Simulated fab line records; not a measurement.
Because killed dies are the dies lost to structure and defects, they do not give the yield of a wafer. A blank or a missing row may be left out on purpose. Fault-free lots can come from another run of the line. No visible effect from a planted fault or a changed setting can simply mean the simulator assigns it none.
A struck lot beside a sound one	flow nandHarc	13 steps out of a route of 1302
Sound: these wafers, L588.1, L588.4, L588.5. Struck: wafers L584.3, L584.6. (L584.1 of the same lot was not struck and is left out.) The cause comes at the end.
Per side, at each step with rows, come the tool, then ch with its chambers, and then its first start. Under that, the readings that differ: sound wafers	struck wafers	difference of the means	sigmas: that difference in standard deviations of wafers without a fault.
alike: a reading whose means differ by less than 2 such deviations, as well as words and numbers matching on both sides. not compared: withheld readings; readings where some wafer has no value; bounds like >300 that might hide an equal value; numbers whose values overlap and for which the record gives no deviation.
A row with sigmas, a row that says differs or no value, or rows on one side alone: a step with any of these is where the two part. When numbers do not overlap yet have no deviation, they are printed without sigmas and do not part them. A reading that every wafer of one side lacks parts them only if that side has two wafers or more.

first, 1 step without rows for these wafers: NHARC_A_STAIRCASE_HARDBAKE_218 (time 140 s).
NHARC_A_STAIRCASE_DESCUM_219: chemistry O2, time 3 s.
  sound on rieDiel-13 ch 0,1,2, day 22 10:13; struck on rieDiel-04 ch 0,1, day 20 21:42
  alike: drypumpMotorCurrentA, oesProductAu, rfVppV, showerheadPlenumPTorr, throttleValvePct
  not compared: rfHoursCounterH
NHARC_A_STAIRCASE_TRIM_220: chemistry O2, time 211.2 s.
  sound on rieDiel-13 ch 0,1,2, day 22 10:19; struck on rieDiel-04 ch 3, day 20 21:47
  alike: drypumpMotorCurrentA, oesProductAu, rfVppV, showerheadPlenumPTorr, throttleValvePct
  not compared: rfHoursCounterH
then, 1 step without rows for these wafers: NHARC_A_STAIRCASE_ETCH_221 (etches the open film in C4F8/O2, target depth 100 nm, time 40.5 s).
NHARC_A_STAIRCASE_TRIM_222: chemistry O2, time 211.2 s.
  sound on rieDiel-13 ch 0,1,2; struck on rieDiel-04 ch 0,3
  alike: drypumpMotorCurrentA, oesProductAu, rfVppV, showerheadPlenumPTorr, throttleValvePct
  not compared: rfHoursCounterH
then, 3 steps without rows for these wafers: NHARC_A_STAIRCASE_ETCH_223 (etches the open film in C4F8/O2, target depth 100 nm, time 40.5 s); NHARC_A_STAIRCASE_TRIM_224 (chemistry O2, time 211.2 s); NHARC_A_STAIRCASE_ETCH_225 (etches the open film in C4F8/O2, target depth 100 nm, time 40.5 s).
NHARC_A_STAIRCASE_TRIM_226: chemistry O2, time 211.2 s.
  sound on rieDiel-13 ch 0,2,3; struck on rieDiel-04 ch 0,1
reading	sound	struck	difference	sigmas
rfVppV (V)	57.7 57.6 58.1	60.4 58.8	+1.8	+2
  alike: drypumpMotorCurrentA, oesProductAu, showerheadPlenumPTorr, throttleValvePct
  not compared: rfHoursCounterH
then, 1 step without rows for these wafers: NHARC_A_STAIRCASE_ETCH_227 (etches the open film in C4F8/O2, target depth 100 nm, time 40.5 s).
NHARC_A_STAIRCASE_TRIM_229: chemistry O2, time 211.2 s.
  sound on rieDiel-04 ch 0,3, day 22 12:26; struck on rieDiel-13 ch 2, day 20 22:59
reading	sound	struck	difference	sigmas
oesProductAu (a.u.)	1.005 1.003 0.990	1.219 1.210	+0.215	+20
  alike: drypumpMotorCurrentA, rfVppV, showerheadPlenumPTorr, throttleValvePct
  not compared: rfHoursCounterH
NHARC_A_STAIRCASE_ETCH_230: etches the open film in C4F8/O2, target depth 100 nm, time 40.5 s.
  sound on rieDiel-04 ch 1,2,3; struck on rieDiel-13 ch 2,3
reading	sound	struck	difference	sigmas
oesProductAu (a.u.)	0.980 0.968 0.960	0.941 0.931	-0.033	-2
  alike: rfVppV
  not compared: rfHoursCounterH
-- jump in the record: it breaks off in module A_STAIRCASE and resumes in module END (first step shown: number 1302 of the route), and 8 days separate the struck wafers' starts before and after --
NHARC_END_SORT_01:
  sound on prober-02 ch 0, day 30 18:41; struck on prober-02 ch 0, day 29 03:17
reading	sound	struck	difference	sigmas
killedAtArray	45 55 45	626 616	+573	+29
killedDies	51 63 47	633 623	+574	+27
  alike: killedAtOther, killedAtPeriphery, killedOpen, killedShort

## WHERE THEY PART
At NHARC_A_STAIRCASE_TRIM_226 first; at NHARC_END_SORT_01 last (within this record only).

WHY: whatever the simulator had introduced
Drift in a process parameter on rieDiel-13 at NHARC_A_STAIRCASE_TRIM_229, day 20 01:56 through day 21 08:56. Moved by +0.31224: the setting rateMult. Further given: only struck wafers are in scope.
